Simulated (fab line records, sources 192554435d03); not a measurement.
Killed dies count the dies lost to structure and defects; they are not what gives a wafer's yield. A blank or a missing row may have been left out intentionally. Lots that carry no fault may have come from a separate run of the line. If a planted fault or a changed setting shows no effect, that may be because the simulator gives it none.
2 desks looking at one fault / flow n5Finfet / what lay behind the numbers comes last; until then each desk has only its own

== THE DEFECT DESK ==
Counts from the inspections along the route, per lot, as means over the sampled wafers that have a number. The brackets show how far a lot's mean lies from the usual mean; more than 4 standard deviations puts the lot out of limits, marked OUT.
Columns: A = rawDefectCount at N5_DUMMY_GATE_INSPECT_27, usual 280; B = rawDefectCount at N5_SD_EPI_N_INSPECT_11, usual 2.2; C = rawDefectCount at N5_SD_EPI_P_INSPECT_11, usual 1.9
lot=L503; first seen here=day 3 07:41; A=257; B=1.7; C=1.3
lot=L504; first seen here=day 3 11:16; A=244; B=2.3; C=1.7
lot=L506; first seen here=day 4 01:12; A=282; B=17.0 (+9.9) OUT; C=18.7 (+12) OUT
lot=L508; first seen here=day 4 13:28; A=272; B=6.7; C=7.7 (+4.1) OUT
lot=L514; first seen here=day 6 01:17; A=264; B=1.7; C=1.3
lot=L517; first seen here=day 6 18:40; A=256; B=4.0; C=2.5
lot=L518; first seen here=day 7 01:32; A=257; B=3.0; C=0.5
lot=L520; first seen here=day 7 11:52; A=274; B=3.0; C=3.0
lot=L523; first seen here=day 8 04:40; A=323; B=1.7; C=1.3
lot=L524; first seen here=day 8 17:38; A=364; B=1.0; C=3.7
lot=L525; first seen here=day 8 22:25; A=318; B=0.7; C=1.0
This desk's finding: out of limits on L506, L508; first on L506, day 4 02:22 (rawDefectCount at N5_SD_EPI_N_INSPECT_11). Within limits: L503, L504, L514, L517, L518, L520, L523, L524, L525.

== DESK OF THE TOOL OWNER: pecvd-03 ==
The tool's own readings at N5_DUMMY_GATE_PECVD_30 (deposits SiO2 from TEOS/O2, target thk 55 nm, time 10.8 s): means of the sampled wafers that have a number, for each lot that ran on this tool. The brackets show how far a lot's mean lies from the usual mean; more than 4 standard deviations puts the lot out of limits, marked OUT.
Columns: A = chamberPressureTorr at N5_DUMMY_GATE_PECVD_30, usual 6.499 Torr
lot=L503; first seen here=day 3 05:06; A=6.497
lot=L504; first seen here=day 3 09:38; A=6.492
lot=L506; first seen here=day 3 23:17; A=6.496
lot=L508; first seen here=day 4 11:44; A=6.499
lot=L518; first seen here=day 6 23:41; A=6.504
lot=L520; first seen here=day 7 10:16; A=6.496
lot=L523; first seen here=day 8 03:04; A=6.493
lot=L524; first seen here=day 8 15:40; A=6.487
lot=L525; first seen here=day 8 20:45; A=6.490
Result from this desk: across the 9 lots, nothing is out of limits.

== PUT TOGETHER ==
The defect desk could have raised an alarm at day 4 02:22, on L506, L508.
The desk of the tool owner found nothing out of limits.
On record at the tool owner's desk: L506, L508, within its limits.
The lots listed all ran N5_DUMMY_GATE_PECVD_30 on pecvd-03.

== WHAT WAS PUT IN BY THE SIMULATOR ==
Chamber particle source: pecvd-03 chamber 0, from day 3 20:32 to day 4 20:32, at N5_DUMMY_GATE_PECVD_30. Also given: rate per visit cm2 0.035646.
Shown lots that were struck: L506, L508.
Hours from the fault's start to each desk's first reading out of limits: the defect desk, 6.
